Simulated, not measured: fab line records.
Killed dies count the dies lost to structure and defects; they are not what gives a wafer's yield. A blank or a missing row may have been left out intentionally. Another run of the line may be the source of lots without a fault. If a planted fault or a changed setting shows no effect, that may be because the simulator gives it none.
Chamber matching ; flow n5Finfet ; rieDiel-01 running N5_BEOL_M2_DESCUM_16: 4 sister chambers
The step chemistry O2, time 7 s. 4 wafers are shown with their chamber, then 8 later ones without.

WAFERS PAIRED WITH THEIR CHAMBERS
wafer;chamber;showerheadPlenumPTorr (Torr)
L088.1;3;2.14
L088.2;0;2.14
L088.3;2;2.08
L088.4;1;2.04

WAFERS MISSING THEIR CHAMBER
wafer;showerheadPlenumPTorr (Torr)
L088.5;2.08
L088.6;2.14
L090.1;2.14
L090.3;2.13
L090.5;2.13
L092.1;2.03
L092.2;2.07
L092.3;2.13

CHAMBER TAKEN BY EACH
wafer;from the rows above;in truth
L088.5;2;2
L088.6;can't be placed: 0 or 3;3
L090.1;can't be placed: 0 or 3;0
L090.3;can't be placed: 0 or 3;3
L090.5;can't be placed: 0 or 3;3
L092.1;1;1
L092.2;2;2
L092.3;can't be placed: 0 or 3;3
Placed correctly: 3 of 8. From these rows, 5 cannot be placed; in 5 the true chamber is one of the candidates. Number placed wrongly: 0.
How it was worked out, from the rows above alone: a wafer's distance from a chamber is the root of the sum, over the readings, of the square of ((its reading less the chamber's mean) divided by the reading's scatter). The wafer belongs to the nearest chamber; if the next one is less than 2 further off, it can't be placed. Each chamber's mean is taken over the wafers shown for it. The scatter: root of mean squared gap, hidden wafer to nearest shown wafer, with one shown wafer a chamber.
